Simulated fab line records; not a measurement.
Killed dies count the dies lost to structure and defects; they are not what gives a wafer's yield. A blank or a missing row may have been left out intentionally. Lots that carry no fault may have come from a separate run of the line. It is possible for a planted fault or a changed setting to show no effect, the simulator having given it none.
Struck lot and sound lot, side by side / flow nand_harc / 13 out of 1302 route steps
Sound: these wafers, L629.1, L629.3, L629.6. Struck: wafers L630.3, L630.5, L630.6. The cause is named last.
At each step with rows: each side's tool, then ch and its chambers, then its first start. Under that, the readings that differ: sound wafers / struck wafers / difference of the means / sigmas: that difference in standard deviations of wafers without a fault.
alike: same words and numbers on both sides, and readings whose means sit less than 2 such deviations apart. not compared: any withheld reading, any reading some wafer has no value for, any bound like >300 that may hide the same value, and any number with overlapping values for which the record gives no deviation.
Wherever a step has rows on one side only, a row that says differs or no value, or a row with sigmas, the two part there. Non-overlapping numbers with no deviation appear without sigmas and do not part them. A reading missing from all wafers of one side parts the sides only when that side holds two or more wafers.

first, 1 step without rows for these wafers: NHARC_A_CHANNEL_FILL_D2_ANNEAL_22 (time 7200 s).
NHARC_A_CHANNEL_FILL_D2_THK_MEAS_06: measures by ellipsometry.
  struck on film_metro-01, day 15 11:08; sound on film_metro-02, day 15 11:08
  alike: thk_nm
NHARC_A_CHANNEL_FILL_D2_ALD_25: deposits SiOx, target thk 60 nm, pulse time 10 s, ald cycles 600.
  sound on ald_hk-03 ch 0,1,2, day 15 11:47; struck on ald_hk-04 ch 0,3, day 15 11:47
reading=heater_power_w (W); sound=436 410 451; struck=522 535 510; difference=+90; sigmas=+2
  alike: precursor_pulse_height_rel
NHARC_A_CHANNEL_FILL_D2_ETCHBACK_08: etches the open film in C4F8, target depth 220 nm, time 110 s.
  sound: rie_diel-09 ch 1,2,3; struck: rie_diel-03 ch 1,2
reading=oes_product_au (a.u.); sound=1.00 1.00 1.00; struck=0.92 0.94 0.92; difference=-0.07; sigmas=-2
  alike: rf_vpp_V
  not compared: rf_hours_counter_h
NHARC_A_CHANNEL_FILL_D2_STRIP_29: strips in O2, time 20 s.
  sound: rie_diel-09 ch 0,1; struck: rie_diel-03 ch 0,1,3
  alike: drypump_motor_current_A, oes_product_au, rf_vpp_V, showerhead_plenum_p_Torr, throttle_valve_pct
  not compared: rf_hours_counter_h
then, 3 steps without rows for these wafers: NHARC_A_CHANNEL_FILL_D2_PRECLEAN_30 (cleans in dHF, time 30 s); NHARC_A_CHANNEL_FILL_D2_SRD_31; NHARC_A_CHANNEL_FILL_D2_CVD_09 (deposits poly-Si, target thk 150 nm, time 3000 s).
NHARC_A_CHANNEL_FILL_D2_CMP_10: polishes, target thk 150 nm.
  sound on cmp-01 ch 0,3, day 15 22:26; struck on cmp-01 ch 0,3, day 15 22:37
  alike: motor_current_A, slurry_filter_dp_kPa, slurry_flow_ml_min, time_to_endpoint_s
following that, these wafers have no rows for 1 step: NHARC_A_CHANNEL_FILL_D2_SRD_12.
NHARC_A_CHANNEL_FILL_D2_RTA_24: time 5 s.
  sound on rtp_anneal-01 ch 0, day 15 22:55; struck on rtp_anneal-01 ch 0, day 15 23:40
  alike: lamp_power_pct, lamp_zone_6_pct, wafer_temp_C_max
NHARC_A_CHANNEL_FILL_D2_INSPECT_13:
  struck on defect_inspect-02, day 15 23:48; sound on defect_inspect-01, day 15 23:07
  alike: raw_defect_count
NHARC_END_SORT_01:
  the record has rows for the sound wafers here (prober-02 ch 0, day 25 13:41) and none for the struck ones

WHERE THEY PART
Earliest at NHARC_A_CHANNEL_FILL_D2_ALD_25; latest, in this record, at NHARC_END_SORT_01.

WHY: what the simulator had put in
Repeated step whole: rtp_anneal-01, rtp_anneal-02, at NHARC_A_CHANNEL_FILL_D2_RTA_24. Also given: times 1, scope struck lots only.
